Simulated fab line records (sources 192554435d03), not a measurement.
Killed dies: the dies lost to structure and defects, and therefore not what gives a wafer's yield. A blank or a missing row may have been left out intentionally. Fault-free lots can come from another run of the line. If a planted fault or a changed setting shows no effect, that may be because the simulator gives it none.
Chamber matching / flow n5-finfet / N5_SPACER0_ALD_07 on ald-sin-04: 4 sister chambers
The step deposits SiNx, target thk 2 nm. 14 wafers are shown with their chamber, then 6 later ones without.

== WAFERS WITH THEIR CHAMBER ==
wafer=L142.2; chamber=3; heater-power-w (W)=801; heater-power-outer-w (W)=502
wafer=L142.5; chamber=2; heater-power-w (W)=979; heater-power-outer-w (W)=575
wafer=L142.6; chamber=1; heater-power-w (W)=752; heater-power-outer-w (W)=491
wafer=L143.3; chamber=1; heater-power-w (W)=787; heater-power-outer-w (W)=497
wafer=L143.4; chamber=2; heater-power-w (W)=965; heater-power-outer-w (W)=590
wafer=L148.1; chamber=0; heater-power-w (W)=762; heater-power-outer-w (W)=471
wafer=L148.4; chamber=1; heater-power-w (W)=771; heater-power-outer-w (W)=489
wafer=L148.5; chamber=0; heater-power-w (W)=759; heater-power-outer-w (W)=463
wafer=L149.2; chamber=1; heater-power-w (W)=782; heater-power-outer-w (W)=493
wafer=L149.4; chamber=2; heater-power-w (W)=980; heater-power-outer-w (W)=583
wafer=L151.1; chamber=1; heater-power-w (W)=776; heater-power-outer-w (W)=475
wafer=L151.2; chamber=3; heater-power-w (W)=785; heater-power-outer-w (W)=504
wafer=L151.4; chamber=2; heater-power-w (W)=975; heater-power-outer-w (W)=582
wafer=L154.1; chamber=3; heater-power-w (W)=802; heater-power-outer-w (W)=519

SIGNATURES (means of the wafers above)
reading=heater-power-w; chamber 0=760.50; chamber 1=773.60; chamber 2=974.75; chamber 3=796.00; scatter within a chamber=10.3
reading=heater-power-outer-w; chamber 0=467.00; chamber 1=489.00; chamber 2=582.50; chamber 3=508.33; scatter within a chamber=7.73
Rule: a wafer's distance from a chamber is the root of the sum, over the readings, of the square of ((its reading less the chamber's mean) divided by the reading's scatter). The wafer belongs to the nearest chamber; if the next one is less than 2 further off, it can't be placed. How the scatter is found: for the shown wafers, subtract from each reading the mean of its chamber, square and add these, divide the total by (wafers less chambers), then take the root.

== WAFERS WITH NO CHAMBER GIVEN ==
wafer=L154.6; heater-power-w (W)=781; heater-power-outer-w (W)=483
wafer=L156.2; heater-power-w (W)=997; heater-power-outer-w (W)=599
wafer=L156.6; heater-power-w (W)=975; heater-power-outer-w (W)=590
wafer=L158.2; heater-power-w (W)=776; heater-power-outer-w (W)=504
wafer=L158.5; heater-power-w (W)=786; heater-power-outer-w (W)=492
wafer=L158.6; heater-power-w (W)=977; heater-power-outer-w (W)=576

== EACH ONE'S CHAMBER ==
wafer=L154.6; from the rows above=can't be placed: 1 or 0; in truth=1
wafer=L156.2; from the rows above=2; in truth=2
wafer=L156.6; from the rows above=2; in truth=2
wafer=L158.2; from the rows above=can't be placed: 1 or 3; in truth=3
wafer=L158.5; from the rows above=can't be placed: 1 or 3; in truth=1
wafer=L158.6; from the rows above=2; in truth=2
Correctly placed: 3 of 6. These rows do not allow placing 3 (true chamber among the candidates in 3). Placed wrongly: 0.
